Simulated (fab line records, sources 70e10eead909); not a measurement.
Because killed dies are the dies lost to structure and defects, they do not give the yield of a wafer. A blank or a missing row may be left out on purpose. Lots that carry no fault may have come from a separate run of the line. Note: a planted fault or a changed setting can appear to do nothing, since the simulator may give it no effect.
Which tool was responsible? :: flow nand_harc :: Sampling: 6 lots, 18 wafers, 4 of 1159 route steps

## WHAT THE GAUGES READ, wafer by wafer
NHARC_A_ONON_D1_THK_MEAS_05: measures by ellipsometry.
lot: L556
measured: day 7 23:37
on: film_metro-02
thk_nm (nm): 1006 1007 1007

lot: L560
measured: day 8 11:43
on: film_metro-02
thk_nm (nm): 984 982 983

lot: L562
measured: day 9 10:02
on: film_metro-01
thk_nm (nm): 1005 1006 1005

lot: L571
measured: day 10 19:14
on: film_metro-01
thk_nm (nm): 1566 1566 1565

lot: L574
measured: day 12 03:14
on: film_metro-02
thk_nm (nm): 1000 1000 999

lot: L578
measured: day 12 20:10
on: film_metro-01
thk_nm (nm): 1003 1001 998

## WHAT TOOL EACH LOT RAN ON (gives the tool, then ch and the chambers of the sampled wafers, and finally the start)
lot: L556
NHARC_P_BONDPAD_PVD_17: pvd_sputter-03, day 6 21:34 or earlier
NHARC_A_ZERO_WELL_RTA_16: rtp_anneal-01 ch 0, day 7 00:34
NHARC_A_ONON_D1_DEP_03: pecvd_onon-03 ch 0, day 7 23:07

lot: L560
NHARC_P_BONDPAD_PVD_17: pvd_sputter-02, day 7 10:58 or earlier
NHARC_A_ZERO_WELL_RTA_16: rtp_anneal-02 ch 0, day 7 13:19
NHARC_A_ONON_D1_DEP_03: pecvd_onon-01 ch 0, day 8 11:12

lot: L562
NHARC_P_BONDPAD_PVD_17: pvd_sputter-02, day 8 10:42 or earlier
NHARC_A_ZERO_WELL_RTA_16: rtp_anneal-02 ch 0, day 8 12:49
NHARC_A_ONON_D1_DEP_03: pecvd_onon-04 ch 0, day 9 09:32

lot: L571
NHARC_P_BONDPAD_PVD_17: pvd_sputter-03, day 9 17:51 or earlier
NHARC_A_ZERO_WELL_RTA_16: rtp_anneal-01 ch 0, day 9 20:01
NHARC_A_ONON_D1_DEP_03: pecvd_onon-04 ch 0, day 10 18:50

lot: L574
NHARC_P_BONDPAD_PVD_17: pvd_sputter-01, day 11 00:40 or earlier
NHARC_A_ZERO_WELL_RTA_16: rtp_anneal-01 ch 0, day 11 02:50
NHARC_A_ONON_D1_DEP_03: pecvd_onon-03 ch 0, day 12 02:47

lot: L578
NHARC_P_BONDPAD_PVD_17: pvd_sputter-02, day 11 22:13 or earlier
NHARC_A_ZERO_WELL_RTA_16: rtp_anneal-02 ch 0, day 12 00:17
NHARC_A_ONON_D1_DEP_03: pecvd_onon-03 ch 0, day 12 19:49
- NHARC_P_BONDPAD_PVD_17: deposits TaN, target thk 5 nm, time 8.06 s.
- NHARC_A_ZERO_WELL_RTA_16: time 10 s.
- NHARC_A_ONON_D1_DEP_03: target thk 1000 nm.

## THE ANSWER, worked out from the rows above alone
Rule: what is usual is taken from the lots themselves. Put in order of their means at a reading, lots are off if they are a third of the lots or fewer, leave a main group of 4 or more, and stand apart from it by a gap of 3 or more times the standard deviation of the main group's means; of several such gaps the widest counts. The tables above print the reading to a certain number of digits; a main group whose means all agree to those digits is not used. Also off: a lot with no number at a reading for which 4 or more lots have one. All remaining lots with rows at the step are treated as sound.
Off at NHARC_A_ONON_D1_THK_MEAS_05 (thk_nm): L571. The main group: mean 999 nm, standard deviation 8.5.
If a tool, at a process step before that reading, ran all the lots that are off and no sound lot after the first of them, it fits. Gauges at NHARC_A_ONON_D1_THK_MEAS_05: tried the same way as those tools. With no start given for some of its lots, NHARC_P_BONDPAD_PVD_17 uses the hours and lot order of NHARC_A_START_INSPECT_01. Undecided on this evidence; 2 tools fit (pvd_sputter-03 at NHARC_P_BONDPAD_PVD_17, pecvd_onon-04 at NHARC_A_ONON_D1_DEP_03).

## WHAT HAD BEEN PUT IN BY THE SIMULATOR
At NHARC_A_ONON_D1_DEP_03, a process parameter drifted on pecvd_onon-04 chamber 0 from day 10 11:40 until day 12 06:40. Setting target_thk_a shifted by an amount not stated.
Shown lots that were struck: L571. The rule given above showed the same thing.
